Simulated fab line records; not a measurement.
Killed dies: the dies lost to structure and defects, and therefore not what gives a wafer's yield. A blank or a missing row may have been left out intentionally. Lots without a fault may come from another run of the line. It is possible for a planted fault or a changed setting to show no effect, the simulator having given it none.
Which tool was responsible? -- flow n5 finfet -- Sampling: 11 lots, 33 wafers, 5 of 1938 route steps

== WHAT THE GAUGES READ, wafer by wafer ==
The record lacks any reading of a measuring or inspecting step that a usual standard deviation could be used to judge.

== WHAT TOOL EACH LOT RAN ON (gives the tool, then ch and the chambers of the sampled wafers, and finally the start) ==
lot,N5_BEOL_M11_ILD_DEP_00,N5_BEOL_M11_CURE_71,N5_BEOL_M11_PECVD_70,N5_BEOL_M11_COAT_05,N5_PASSIVATION_PROBE_49
L599,"pecvd-02 ch 0,2, day 11 01:16","uv cure-03 ch 1, day 11 01:20","pecvd-02 ch 0,2, day 11 01:53","litho track-02 ch 0, day 11 04:06",-
L602,"pecvd-04 ch 0,2, day 12 18:11","uv cure-03 ch 0, day 12 18:16","pecvd-01 ch 0,1, day 12 18:49","litho track-04 ch 0, day 12 19:57",-
L601,"pecvd-01 ch 1,2, day 12 21:25","uv cure-02 ch 0, day 12 21:39","pecvd-04 ch 0,1,2, day 12 22:31","litho track-04 ch 0, day 12 23:20","prober-01, day 14 18:57"
L603,"pecvd-01 ch 0,2, day 12 22:02","uv cure-03 ch 0, day 12 22:15","pecvd-04 ch 0,2, day 12 22:48","litho track-04 ch 0, day 12 23:26",-
L605,"pecvd-01 ch 0,1, day 13 01:13","uv cure-02 ch 0, day 13 01:26","pecvd-04 ch 0,1, day 13 02:19","litho track-04 ch 0, day 13 04:47","prober-01, day 14 20:23"
L608,"pecvd-02 ch 1,2, day 14 09:48","uv cure-02 ch 1, day 14 09:53","pecvd-04 ch 0,1,2, day 14 10:26","litho track-01 ch 0, day 14 12:14",-
L613,"pecvd-02 ch 0,1,2, day 15 00:52","uv cure-01 ch 1, day 15 01:01","pecvd-04 ch 1,2, day 15 01:30","litho track-01 ch 0, day 15 03:32","prober-01, day 16 20:40"
L617,"pecvd-04 ch 0,1,2, day 16 13:16","uv cure-01 ch 1, day 16 13:25","pecvd-04 ch 0,1,2, day 16 13:53","litho track-01 ch 0, day 16 14:40",-
L616,"pecvd-02 ch 0,1,2, day 16 15:49","uv cure-03 ch 2, day 16 16:03","pecvd-01 ch 0,1,2, day 16 16:26","litho track-04 ch 0, day 16 17:08",-
L618,"pecvd-01 ch 0,1,2, day 16 18:05","uv cure-02 ch 1, day 16 18:10","pecvd-01 ch 0,1, day 16 18:43","litho track-02 ch 0, day 16 22:14",-
L619,"pecvd-01 ch 1,2, day 17 12:43","uv cure-02 ch 1, day 17 12:58","pecvd-01 ch 0,1,2, day 17 13:20","litho track-04 ch 0, day 17 14:44",-
- N5_BEOL_M11_ILD_DEP_00: deposits SiCOH lowk from DEMS/porogen, target thk 308.51 nm, time 58 s.
- N5_BEOL_M11_CURE_71: cures SiCOH lowk, time 240 s.
- N5_BEOL_M11_PECVD_70: deposits SiO2 from TEOS/O2, target thk 20 nm, time 22.7 s.
- N5_BEOL_M11_COAT_05: resist thk 90 nm.
- N5_PASSIVATION_PROBE_49

== WHAT THE TOOLS THEMSELVES READ (means of the sampled wafers that have a number; where no wafer has one, the mark that the record gives instead) ==
N5_BEOL_M11_ILD_DEP_00. Usual: heater power w 291 W, standard deviation 42; showerhead plenum p Torr 5.736 Torr, standard deviation 0.015; throttle valve pct 13.7 %, standard deviation 0.72.
lot,tool,heater power w (W),showerhead plenum p Torr (Torr),throttle valve pct (%),flag
L599,pecvd-02,303,5.735,13.1,
L602,pecvd-04,234,5.720,13.2,
L601,pecvd-01,273,5.738,14.5,
L603,pecvd-01,337,5.757,13.7,
L605,pecvd-01,306,5.739,14.7,
L608,pecvd-02,286,5.740,13.1,
L613,pecvd-02,276,5.735,13.2,
L617,pecvd-04,276,5.735,13.8,
L616,pecvd-02,283,5.739,13.3,
L618,pecvd-01,308,5.752,14.2,
L619,pecvd-01,281,5.735,14.6,

N5_BEOL_M11_CURE_71. Usual: lamp power pct 52.32 %, standard deviation 0.059; wafer_temp_C_max 386.7, standard deviation 0.45.
lot,tool,lamp power pct (%),wafer_temp_C_max,flag
L599,uv cure-03,52.28,386.9,
L602,uv cure-03,52.32,386.9,
L601,uv cure-02,52.36,386.9,
L603,uv cure-03,52.35,386.8,
L605,uv cure-02,52.33,387.0,
L608,uv cure-02,52.33,386.8,
L613,uv cure-01,52.36,386.0,
L617,uv cure-01,52.33,386.3,
L616,uv cure-03,52.28,386.1,
L618,uv cure-02,52.32,386.3,
L619,uv cure-02,52.38,386.7,

N5_BEOL_M11_PECVD_70. Usual: heater power w 678 W, standard deviation 94; showerhead plenum p Torr 8.76 Torr, standard deviation 0.052; throttle valve pct 22.2 %, standard deviation 1.2.
lot,tool,heater power w (W),showerhead plenum p Torr (Torr),throttle valve pct (%),flag
L599,pecvd-02,666,8.77,21.0,
L602,pecvd-01,692,8.79,23.7,
L601,pecvd-04,671,8.74,22.1,
L603,pecvd-04,564,8.72,21.1,
L605,pecvd-04,653,8.69,22.0,
L608,pecvd-04,669,8.75,22.0,
L613,pecvd-04,713,8.76,22.8,
L617,pecvd-04,617,8.74,22.0,
L616,pecvd-01,704,8.80,22.9,
L618,pecvd-01,738,8.82,23.3,
L619,pecvd-01,705,8.80,23.0,

N5_BEOL_M11_COAT_05. Usual: spin speed rpm at 1500.0 rpm, with a standard deviation of 1.
lot,tool,spin speed rpm (rpm),flag
L599,litho track-02,1500.2,
L602,litho track-04,1499.7,
L601,litho track-04,1499.1,
L603,litho track-04,1460.5,OFF
L605,litho track-04,1458.7,OFF
L608,litho track-01,1498.5,
L613,litho track-01,1499.2,
L617,litho track-01,1500.5,
L616,litho track-04,1499.2,
L618,litho track-02,1499.6,
L619,litho track-04,1500.2,

N5_PASSIVATION_PROBE_49. Usual: defect limited yield 91.4 %, standard deviation 1.5; killed_at_M0_to_M3 35, standard deviation 12; killed_at_M4_up 13, standard deviation 5.8; killed at contacts 12, standard deviation 5.5; killed at front end 36, standard deviation 9.9; killed at other 4, standard deviation 3.7; killed dies 101, standard deviation 18; killed open 66, standard deviation 13; killed short 33, standard deviation 8; sort_bin_4_leakage 0.00 %, standard deviation 0.016; sort_bin_5_function 5.0 %, standard deviation 1; sort_bin_6_memory 3.2 %, standard deviation 0.67; sort n pass 1079, standard deviation 18; sort yield pct 91.4 %, standard deviation 1.5.
lot,tool,defect limited yield (%),killed_at_M0_to_M3,killed_at_M4_up,killed at contacts,killed at front end,killed at other,killed dies,killed open,killed short,sort_bin_4_leakage (%),sort_bin_5_function (%),sort_bin_6_memory (%),sort n pass,sort yield pct (%),flag
L601,prober-01,90.7,39,12,16,38,5,110,68,40,0.00,5.1,3.6,1070,90.7,
L605,prober-01,91.4,30,6,9,49,7,102,72,30,0.00,5.0,3.3,1078,91.4,
L613,prober-01,89.1,54,15,21,31,7,128,84,42,0.00,6.4,4.1,1052,89.1,

== THE ANSWER, worked out from the rows above alone ==
Rule: a lot counts as off when the mean over its wafers that have a number is more than 3 standard deviations away from the usual mean. A lot without any number at a reading at which 4 lots or more have one is off too. Where the step has rows for the other lots, those lots are counted as sound. After the gauges, taken in route order, come the tools' own readings; for these a lot's mean is taken, as printed above. At the first step where some lot is off, the reading lying furthest off is the one used; lots without a number count as furthest.
Off at N5_BEOL_M11_COAT_05 (spin speed rpm): L603, L605.
If a tool, at that step or one of the process steps before it, ran each lot that is off and ran no sound lot following the first of them, it fits. None of those tried fits.

== WHAT HAD BEEN PUT IN BY THE SIMULATOR ==
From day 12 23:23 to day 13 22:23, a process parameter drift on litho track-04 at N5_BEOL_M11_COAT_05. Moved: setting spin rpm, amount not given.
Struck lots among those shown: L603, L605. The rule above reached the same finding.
